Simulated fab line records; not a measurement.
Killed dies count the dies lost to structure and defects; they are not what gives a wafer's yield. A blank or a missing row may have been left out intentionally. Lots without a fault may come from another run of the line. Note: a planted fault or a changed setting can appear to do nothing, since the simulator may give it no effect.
Lot-split experiment + flow n5_finfet + 7 lots, 21 wafers read, on a route of 1938 steps

== ABOUT THE SPLIT ==
At N5_PASSIVATION_EXPOSE_27 (exposes mask PAD, defocus 0 nm), the setting dose_mj was moved away from the recipe's 32.3 on 4 of the 21 wafers read, by -6.7% to +3.9%. For the rest of the wafers, this setting stayed at what the recipe calls for.

== FROM THE SPLIT TO THE READING: what the file shows between them, 3 steps ==
- N5_PASSIVATION_PEB_28
- N5_PASSIVATION_DEVELOP_29: develop time 60 s
- N5_PASSIVATION_HARDBAKE_31: time 120 s

== THE READING ==
At N5_PASSIVATION_CD_MEAS_30: cd_nm in nanometres, against a target cd of 4000 nm. Typical for fault-free wafers on this fab line: 4000.7 nm, with standard deviation 2.2 nm.

| wafer  | tool, chamber at the split | dose_mj as run | against the recipe | cd_nm, nm | against lot-mates on the recipe |
|--------|----------------------------|----------------|--------------------|-----------|---------------------------------|
| L076.1 | krf_scanner-01, 0          | 32.3           | recipe             | 3996.7    | -                               |
| L076.2 | krf_scanner-01, 0          | 32.3           | recipe             | 4000.2    | -                               |
| L076.4 | krf_scanner-01, 0          | 33.57          | +3.9%              | 4006.1    | +7.7                            |
| L078.2 | krf_scanner-02, 0          | 32.3           | recipe             | 3999.7    | -                               |
| L078.3 | krf_scanner-02, 0          | 32.3           | recipe             | 4000.5    | -                               |
| L078.5 | krf_scanner-02, 0          | 32.3           | recipe             | 3997.8    | -                               |
| L086.1 | krf_scanner-02, 0          | 32.3           | recipe             | 4002.2    | -                               |
| L086.3 | krf_scanner-02, 0          | 32.3           | recipe             | 3999.7    | -                               |
| L086.6 | krf_scanner-02, 0          | 32.3           | recipe             | 4004.5    | -                               |
| L085.4 | krf_scanner-02, 0          | 32.3           | recipe             | 4000.8    | -                               |
| L085.5 | krf_scanner-02, 0          | 32.3           | recipe             | 3999.5    | -                               |
| L085.6 | krf_scanner-02, 0          | 32.3           | recipe             | 3999.9    | -                               |
| L093.2 | krf_scanner-02, 0          | 32.3           | recipe             | 3998.9    | -                               |
| L093.4 | krf_scanner-02, 0          | 32.3           | recipe             | 3998.3    | -                               |
| L093.6 | krf_scanner-02, 0          | 32.3           | recipe             | 3999.4    | -                               |
| L092.1 | krf_scanner-02, 0          | 30.15          | -6.7%              | 3986.9    | -14.1                           |
| L092.2 | krf_scanner-02, 0          | 30.15          | -6.7%              | 3987.2    | -13.8                           |
| L092.5 | krf_scanner-02, 0          | 32.3           | recipe             | 4001.0    | -                               |
| L096.2 | krf_scanner-02, 0          | 31.51          | -2.4%              | 3995.9    | -5.5                            |
| L096.3 | krf_scanner-02, 0          | 32.3           | recipe             | 4001.9    | -                               |
| L096.4 | krf_scanner-02, 0          | 32.3           | recipe             | 4001.0    | -                               |

FIT RESULTS
A straight line over all 21 wafers: cd_nm changes by +1.88 nm for each +1% of dose_mj; r = +0.93; the points scatter about the line by 1.7 nm.
The same after taking each lot's own level away (the mean of its wafers on the recipe; 21 wafers): +2.08 nm for each +1%; r = +0.97; scatter 1.1 nm.
Per that fit: largest dose_mj move, reading shift of 14 nm.
Measured against the standard deviation above, the lots' own levels, which go from 3998.45 to 4002.13 nm, span 1.7 times it.
Consequently the slope shifts little with the lot-to-lot level, the two slopes agreeing.
Check: -13.7 nm against its lot-mates is what the line predicts for one of the wafers moved furthest among these (-6.7%) when that wafer is left out of the fit. It came out at -14.1 nm against them.

== OTHER SPLITS APPLIED TO THESE WAFERS ==
Other splits were also applied to these wafers ahead of the reading. Each is held against what the fit with the lots' levels taken away leaves over:
| other split on the same wafers    | wafers away from the commonest value | r with cd_nm (lot level and that fit taken away) |
|-----------------------------------|--------------------------------------|--------------------------------------------------|
| N5_BEOL_M13_COAT_58 spin_rpm      | 7                                    | -0.06                                            |
| N5_BEOL_M15_COAT_04 spin_rpm      | 4                                    | +0.02                                            |
| N5_BEOL_M15_TRENCH_ETCH_34 time_s | 8                                    | -0.23                                            |
| N5_MIM_BOT_ETCH_ETCH_04 source_w  | 10                                   | +0.00                                            |

== THE FILE'S OWN FIT ==
cd_nm changes by +2.07 nm for each +1% of dose_mj, r = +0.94.
